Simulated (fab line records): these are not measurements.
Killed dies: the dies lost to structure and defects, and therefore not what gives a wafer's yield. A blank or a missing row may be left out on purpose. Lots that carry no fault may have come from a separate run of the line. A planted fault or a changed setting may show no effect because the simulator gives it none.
Matching of chambers ; flow nand_harc ; 3 sister chambers for NHARC_A_STAIRCASE_DEP_301 on pecvd-04
The step deposits SiON, target thk 30 nm. 6 wafers are shown with their chamber, then 8 later ones without.

== WAFERS, EACH WITH ITS CHAMBER ==
wafer;chamber;showerhead_vpp_V (V);heater_power_w (W)
L077.1;0;1146;655
L081.5;2;1193;667
L081.6;0;1161;769
L084.5;1;1194;704
L084.6;2;1179;584
L087.1;1;1196;733

== WAFERS MISSING THEIR CHAMBER ==
wafer;showerhead_vpp_V (V);heater_power_w (W)
L087.2;1160;797
L087.5;1146;776
L090.1;1194;728
L090.3;1163;809
L090.5;1167;839
L096.1;1182;705
L096.4;1142;815
L096.6;1173;678

== WHICH CHAMBER EACH ONE RAN IN ==
wafer;from the rows above;in truth
L087.2;0;0
L087.5;0;0
L090.1;can't be placed: 1 or 2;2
L090.3;0;0
L090.5;can't be placed: 0 or 1 or 2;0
L096.1;can't be placed: 2 or 1 or 0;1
L096.4;0;0
L096.6;can't be placed: 2 or 0 or 1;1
Placed correctly: 4 of 8. Not placeable from these rows: 4 (in 4, the candidates include the true chamber). Number placed wrongly: 0.
How it was worked out, from the rows above alone: a wafer's distance from a chamber is the root of the sum, over the readings, of the square of ((its reading less the chamber's mean) divided by the reading's scatter). The wafer belongs to the nearest chamber; if the next one is less than 2 further off, it can't be placed. Each chamber's mean is taken over the wafers shown for it. How the scatter is found: for the shown wafers, subtract from each reading the mean of its chamber, square and add these, divide the total by (wafers less chambers), then take the root.
